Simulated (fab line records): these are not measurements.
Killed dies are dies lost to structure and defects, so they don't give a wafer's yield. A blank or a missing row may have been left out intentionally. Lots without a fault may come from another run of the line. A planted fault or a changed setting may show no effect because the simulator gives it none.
A lot that was struck, set against a sound lot	flow n5 finfet	16 out of 1938 route steps
Sound: the wafers L684.1, L684.2, L684.4. Struck: wafers L673.4, L673.5 (left out: L673.1, a lot-mate that was not struck); the cause follows at the end.
At each step with rows: each side's tool, then ch and its chambers, then its first start. Under that, the readings that differ: sound wafers	struck wafers	difference of the means	sigmas: that difference in standard deviations of wafers without a fault.
alike: readings with means less than 2 such deviations apart, plus words and numbers identical on both sides. not compared: withheld readings, readings lacking a value on some wafer, bounds such as >300 that could conceal the same value, and numbers that have no deviation in the record and whose values overlap.
Wherever a step has rows on one side only, a row that says differs or no value, or a row with sigmas, the two part there. Numbers that don't overlap but have no deviation are shown without sigmas and don't part them. A reading that every wafer of one side lacks parts them only if that side has two wafers or more.

first, 2 steps without rows for these wafers: N5_HKMG_FIN_STRIP_89 (strips SOC in N2/H2, time 20 s); N5_HKMG_FIN_WET_ETCH_87 (etches TiN in SC1, time 154.2 s, target depth 4.7 nm, rinse time 30 s).
N5_HKMG_FIN_STRIP_88: strips in N2/H2, time 360 s.
  sound on plasma asher-02 ch 0,1, day 8 10:36; struck on plasma asher-01 ch 1, day 5 17:40
  alike: drypump motor current A, heater power w, temp c
  not compared: rf hours counter h
N5_HKMG_FIN_NWFM_ALD_20: deposits TiAlC, target thk 2 nm, pulse time 3 s, purge time 2 s.
  sound on ald metal-04 ch 0,1,3, day 8 10:59; struck on ald metal-04 ch 2,3, day 5 18:03
  alike: heater power w, precursor pulse height rel
  not compared: ald cycles
then, 3 steps without rows for these wafers: N5_HKMG_FIN_ALD_71 (deposits TiN, target thk 1 nm, pulse time 1 s, purge time 3 s); N5_HKMG_FIN_COAT_66 (time 60 s, resist thk 300 nm); N5_HKMG_FIN_ETCH_67 (etches SOC in N2/H2, stops on TiN, target depth 388.9 nm).
N5_HKMG_FIN_STRIP_90: strips SOC in N2/H2, time 20 s.
  sound on rie diel-06 ch 1,2,3, day 8 11:35; struck on rie diel-05 ch 2, day 5 18:38
reading	sound	struck	difference	sigmas
showerhead plenum p Torr (Torr)	3.22 3.23 3.18	3.46 3.46	+0.25	+2
  alike: chamber pressure mTorr, drypump motor current A, oes product au, rf vpp V, temp c, throttle valve pct
  not compared: rf hours counter h
then, 1 step without rows for these wafers: N5_HKMG_FIN_WET_ETCH_73 (etches the open film in SC1, time 42.3 s, target depth 1.3 nm, rinse time 30 s).
N5_HKMG_FIN_ETCHBACK_68: etches the open film in Cl2/Ar, stops on HfO2, target depth 0.5 nm.
  sound on rie metal-02 ch 0,1, day 8 11:45; struck on rie metal-01 ch 0,1, day 5 18:47
reading	sound	struck	difference	sigmas
bias w (W)	60.39 60.29 60.15	59.64 60.00	-0.46	-2
  alike: chamber pressure mTorr, drypump motor current A, oes product au, throttle valve pct
  not compared: rf hours counter h
N5_HKMG_FIN_STRIP_69: strips in N2/H2, time 360 s.
  sound on plasma asher-01 ch 0,1, day 8 11:53; struck on plasma asher-01 ch 0, day 5 18:56
  alike: drypump motor current A, heater power w, temp c
  not compared: rf hours counter h
then, 1 step without rows for these wafers: N5_HKMG_FIN_ALD_21 (deposits TiN, target thk 1.5 nm, pulse time 1 s, purge time 3 s).
N5_HKMG_FIN_ALD_72: deposits W, target thk 2 nm, pulse time 1 s, purge time 2 s.
  sound on cvd w-02 ch 0,1, day 8 12:38; struck on cvd w-02 ch 0,1, day 5 19:41
reading	sound	struck	difference	sigmas
ald cycles	7 7 7	10 10	+3	
model.W_of_HKMG_FIN_ALD_72.thk nm (nm)	2 2 2	3 2.8	+1	
  alike: heater power w, precursor pulse height rel
then, 1 step without rows for these wafers: N5_HKMG_FIN_W_FILL_22 (material W, target thk 60 nm, time 18.2 s).
-- here the record skips 4 days between the struck wafers' starts before and after, leaving off in module HKMG_FIN and picking up in module BEOL_M4 (first step shown: number 1111 of the route) --
N5_BEOL_M4_RC_MEAS_101:
  sound on prober-02 ch 0, day 12 15:53; struck on prober-01 ch 0, day 9 23:02
  alike: DIBL_N, DIBL_P, IOFF_N, IOFF_P, ION_N, ION_P, SS_N, SS_P, VT_N, VT_P
after that, 1 step had no rows for these wafers: N5_PASSIVATION_PROBE_49.

== WHERE THEY PART ==
First at N5_HKMG_FIN_STRIP_90; last, within this record, at N5_HKMG_FIN_ETCHBACK_68. Later steps at which nothing parts them and some readings are alike: N5_HKMG_FIN_STRIP_69, N5_HKMG_FIN_ALD_72, N5_BEOL_M4_RC_MEAS_101.

WHY: whatever the simulator had introduced
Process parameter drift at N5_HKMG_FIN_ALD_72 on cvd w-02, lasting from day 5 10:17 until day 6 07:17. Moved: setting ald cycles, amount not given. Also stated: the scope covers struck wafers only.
